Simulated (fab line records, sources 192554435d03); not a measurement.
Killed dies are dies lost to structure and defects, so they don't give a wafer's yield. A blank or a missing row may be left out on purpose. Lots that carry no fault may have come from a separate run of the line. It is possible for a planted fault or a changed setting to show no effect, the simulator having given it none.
Split-lot experiment || flow n5-finfet || route with 1938 steps; 7 lots, 39 wafers read

== ABOUT THE SPLIT ==
At N5_MOL_CONTACT_COAG_ETCH_124 (etches SiNx in CH3F/O2, stops on SiOC, target depth 6.5 nm), the setting bias-w was moved away from the recipe's 73 W on 15 of the 39 wafers read, by -19.2% to +11.6%. This setting was run at the recipe's value on the other wafers.

Reading taken at the split's own step.

== THE READING ==
rf-vpp-V, in V, at N5_MOL_CONTACT_COAG_ETCH_124 (etches SiNx in CH3F/O2, stops on SiOC, target depth 6.5 nm). On this fab line, fault-free wafers typically give 298 V with a standard deviation of 3.9 V.

{"wafer": "L077.1", "tool, chamber at the split": "rie-diel-05, 0", "bias-w as run, W": 73, "against the recipe": "recipe", "rf-vpp-V, V": 300, "against lot-mates on the recipe": "-"}
{"wafer": "L077.2", "tool, chamber at the split": "rie-diel-05, 3", "bias-w as run, W": 79.61, "against the recipe": "+9.1%", "rf-vpp-V, V": 324, "against lot-mates on the recipe": "+26"}
{"wafer": "L077.3", "tool, chamber at the split": "rie-diel-05, 1", "bias-w as run, W": 79.61, "against the recipe": "+9.1%", "rf-vpp-V, V": 322, "against lot-mates on the recipe": "+24"}
{"wafer": "L077.4", "tool, chamber at the split": "rie-diel-05, 2", "bias-w as run, W": 73, "against the recipe": "recipe", "rf-vpp-V, V": 294, "against lot-mates on the recipe": "-"}
{"wafer": "L077.5", "tool, chamber at the split": "rie-diel-05, 0", "bias-w as run, W": 79.61, "against the recipe": "+9.1%", "rf-vpp-V, V": 321, "against lot-mates on the recipe": "+23"}
{"wafer": "L077.6", "tool, chamber at the split": "rie-diel-05, 1", "bias-w as run, W": 73, "against the recipe": "recipe", "rf-vpp-V, V": 300, "against lot-mates on the recipe": "-"}
{"wafer": "L080.1", "tool, chamber at the split": "rie-diel-05, 2", "bias-w as run, W": 73, "against the recipe": "recipe", "rf-vpp-V, V": 294, "against lot-mates on the recipe": "-"}
{"wafer": "L080.2", "tool, chamber at the split": "rie-diel-05, 3", "bias-w as run, W": 73, "against the recipe": "recipe", "rf-vpp-V, V": 302, "against lot-mates on the recipe": "-"}
{"wafer": "L080.5", "tool, chamber at the split": "rie-diel-05, 2", "bias-w as run, W": 73, "against the recipe": "recipe", "rf-vpp-V, V": 292, "against lot-mates on the recipe": "-"}
{"wafer": "L088.1", "tool, chamber at the split": "rie-diel-05, 3", "bias-w as run, W": 81.48, "against the recipe": "+11.6%", "rf-vpp-V, V": 330, "against lot-mates on the recipe": "+31"}
{"wafer": "L088.2", "tool, chamber at the split": "rie-diel-05, 2", "bias-w as run, W": 81.48, "against the recipe": "+11.6%", "rf-vpp-V, V": 319, "against lot-mates on the recipe": "+20"}
{"wafer": "L088.3", "tool, chamber at the split": "rie-diel-05, 3", "bias-w as run, W": 73, "against the recipe": "recipe", "rf-vpp-V, V": 302, "against lot-mates on the recipe": "-"}
{"wafer": "L088.4", "tool, chamber at the split": "rie-diel-05, 2", "bias-w as run, W": 81.48, "against the recipe": "+11.6%", "rf-vpp-V, V": 321, "against lot-mates on the recipe": "+22"}
{"wafer": "L088.5", "tool, chamber at the split": "rie-diel-05, 3", "bias-w as run, W": 73, "against the recipe": "recipe", "rf-vpp-V, V": 302, "against lot-mates on the recipe": "-"}
{"wafer": "L088.6", "tool, chamber at the split": "rie-diel-05, 2", "bias-w as run, W": 73, "against the recipe": "recipe", "rf-vpp-V, V": 294, "against lot-mates on the recipe": "-"}
{"wafer": "L090.1", "tool, chamber at the split": "rie-diel-05, 2", "bias-w as run, W": 73, "against the recipe": "recipe", "rf-vpp-V, V": 292, "against lot-mates on the recipe": "-"}
{"wafer": "L090.2", "tool, chamber at the split": "rie-diel-05, 3", "bias-w as run, W": 73, "against the recipe": "recipe", "rf-vpp-V, V": 303, "against lot-mates on the recipe": "-"}
{"wafer": "L090.3", "tool, chamber at the split": "rie-diel-05, 3", "bias-w as run, W": 58.99, "against the recipe": "-19.2%", "rf-vpp-V, V": 254, "against lot-mates on the recipe": -42}
{"wafer": "L090.4", "tool, chamber at the split": "rie-diel-05, 2", "bias-w as run, W": 73, "against the recipe": "recipe", "rf-vpp-V, V": 293, "against lot-mates on the recipe": "-"}
{"wafer": "L090.5", "tool, chamber at the split": "rie-diel-05, 2", "bias-w as run, W": 58.99, "against the recipe": "-19.2%", "rf-vpp-V, V": 244, "against lot-mates on the recipe": -52}
{"wafer": "L090.6", "tool, chamber at the split": "rie-diel-05, 3", "bias-w as run, W": 58.99, "against the recipe": "-19.2%", "rf-vpp-V, V": 255, "against lot-mates on the recipe": -41}
{"wafer": "L092.1", "tool, chamber at the split": "rie-diel-04, 2", "bias-w as run, W": 76.92, "against the recipe": "+5.4%", "rf-vpp-V, V": 307, "against lot-mates on the recipe": "+10"}
{"wafer": "L092.2", "tool, chamber at the split": "rie-diel-04, 0", "bias-w as run, W": 73, "against the recipe": "recipe", "rf-vpp-V, V": 302, "against lot-mates on the recipe": "-"}
{"wafer": "L092.3", "tool, chamber at the split": "rie-diel-04, 3", "bias-w as run, W": 76.92, "against the recipe": "+5.4%", "rf-vpp-V, V": 312, "against lot-mates on the recipe": "+15"}
{"wafer": "L092.4", "tool, chamber at the split": "rie-diel-04, 1", "bias-w as run, W": 76.92, "against the recipe": "+5.4%", "rf-vpp-V, V": 308, "against lot-mates on the recipe": "+11"}
{"wafer": "L092.5", "tool, chamber at the split": "rie-diel-04, 3", "bias-w as run, W": 73, "against the recipe": "recipe", "rf-vpp-V, V": 299, "against lot-mates on the recipe": "-"}
{"wafer": "L092.6", "tool, chamber at the split": "rie-diel-04, 2", "bias-w as run, W": 73, "against the recipe": "recipe", "rf-vpp-V, V": 291, "against lot-mates on the recipe": "-"}
{"wafer": "L093.1", "tool, chamber at the split": "rie-diel-05, 0", "bias-w as run, W": 65.33, "against the recipe": "-10.5%", "rf-vpp-V, V": 274, "against lot-mates on the recipe": -20}
{"wafer": "L093.2", "tool, chamber at the split": "rie-diel-05, 1", "bias-w as run, W": 73, "against the recipe": "recipe", "rf-vpp-V, V": 300, "against lot-mates on the recipe": "-"}
{"wafer": "L093.3", "tool, chamber at the split": "rie-diel-05, 2", "bias-w as run, W": 73, "against the recipe": "recipe", "rf-vpp-V, V": 291, "against lot-mates on the recipe": "-"}
{"wafer": "L093.4", "tool, chamber at the split": "rie-diel-05, 1", "bias-w as run, W": 65.33, "against the recipe": "-10.5%", "rf-vpp-V, V": 274, "against lot-mates on the recipe": -20}
{"wafer": "L093.5", "tool, chamber at the split": "rie-diel-05, 2", "bias-w as run, W": 73, "against the recipe": "recipe", "rf-vpp-V, V": 292, "against lot-mates on the recipe": "-"}
{"wafer": "L093.6", "tool, chamber at the split": "rie-diel-05, 0", "bias-w as run, W": 65.33, "against the recipe": "-10.5%", "rf-vpp-V, V": 274, "against lot-mates on the recipe": -20}
{"wafer": "L094.1", "tool, chamber at the split": "rie-diel-04, 0", "bias-w as run, W": 73, "against the recipe": "recipe", "rf-vpp-V, V": 303, "against lot-mates on the recipe": "-"}
{"wafer": "L094.2", "tool, chamber at the split": "rie-diel-04, 2", "bias-w as run, W": 73, "against the recipe": "recipe", "rf-vpp-V, V": 291, "against lot-mates on the recipe": "-"}
{"wafer": "L094.3", "tool, chamber at the split": "rie-diel-04, 1", "bias-w as run, W": 73, "against the recipe": "recipe", "rf-vpp-V, V": 295, "against lot-mates on the recipe": "-"}
{"wafer": "L094.4", "tool, chamber at the split": "rie-diel-04, 3", "bias-w as run, W": 73, "against the recipe": "recipe", "rf-vpp-V, V": 298, "against lot-mates on the recipe": "-"}
{"wafer": "L094.5", "tool, chamber at the split": "rie-diel-04, 1", "bias-w as run, W": 73, "against the recipe": "recipe", "rf-vpp-V, V": 296, "against lot-mates on the recipe": "-"}
{"wafer": "L094.6", "tool, chamber at the split": "rie-diel-04, 2", "bias-w as run, W": 73, "against the recipe": "recipe", "rf-vpp-V, V": 292, "against lot-mates on the recipe": "-"}

THE FIT
A straight line over all 39 wafers: rf-vpp-V changes by +2.38 V for each +1% of bias-w; r = +0.97; the points scatter about the line by 4.3 V.
The same after taking each lot's own level away (the mean of its wafers on the recipe; 39 wafers): +2.26 V for each +1%; r = +0.97; scatter 4.2 V.
Per that fit: largest bias-w move, reading shift of 43 V.
The lots' own levels span 294.3 to 299.3 V, that is 1.3 times the standard deviation above.
So the lot-to-lot level changes the slope little: the two slopes agree.
Check: with one of the wafers moved furthest among these (-19.2%) left out of the fit, the line predicts -43.5 V for it against its lot-mates. It came out at -42 V against them.
Tool readings at the split's step, against how far the setting was moved: rf-vpp-V r = +0.97.

== OTHER SPLITS ON THESE WAFERS ==
Before the reading, these wafers also passed through other splits. Each is held against what the fit with the lots' levels taken away leaves over:
{"other split on the same wafers": "N5_STI_FIN_REVEAL_RECESS_09 target-depth-a", "wafers away from the commonest value": 9, "r with rf-vpp-V (lot level and that fit taken away)": -0.09}
{"other split on the same wafers": "N5_DUMMY_GATE_ETCH_31 target-depth-a", "wafers away from the commonest value": 15, "r with rf-vpp-V (lot level and that fit taken away)": -0.17}
{"other split on the same wafers": "N5_DUMMY_GATE_ETCH_32 time-s", "wafers away from the commonest value": 15, "r with rf-vpp-V (lot level and that fit taken away)": "+0.13"}
{"other split on the same wafers": "N5_DUMMY_GATE_ETCH_42 bias-w", "wafers away from the commonest value": 18, "r with rf-vpp-V (lot level and that fit taken away)": -0.03}
{"other split on the same wafers": "N5_HKMG_FIN_ETCH_35 bias-w", "wafers away from the commonest value": 12, "r with rf-vpp-V (lot level and that fit taken away)": "+0.19"}

== FILE'S OWN FIT ==
rf-vpp-V changes by +2.27 V for each +1% of bias-w, r = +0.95.
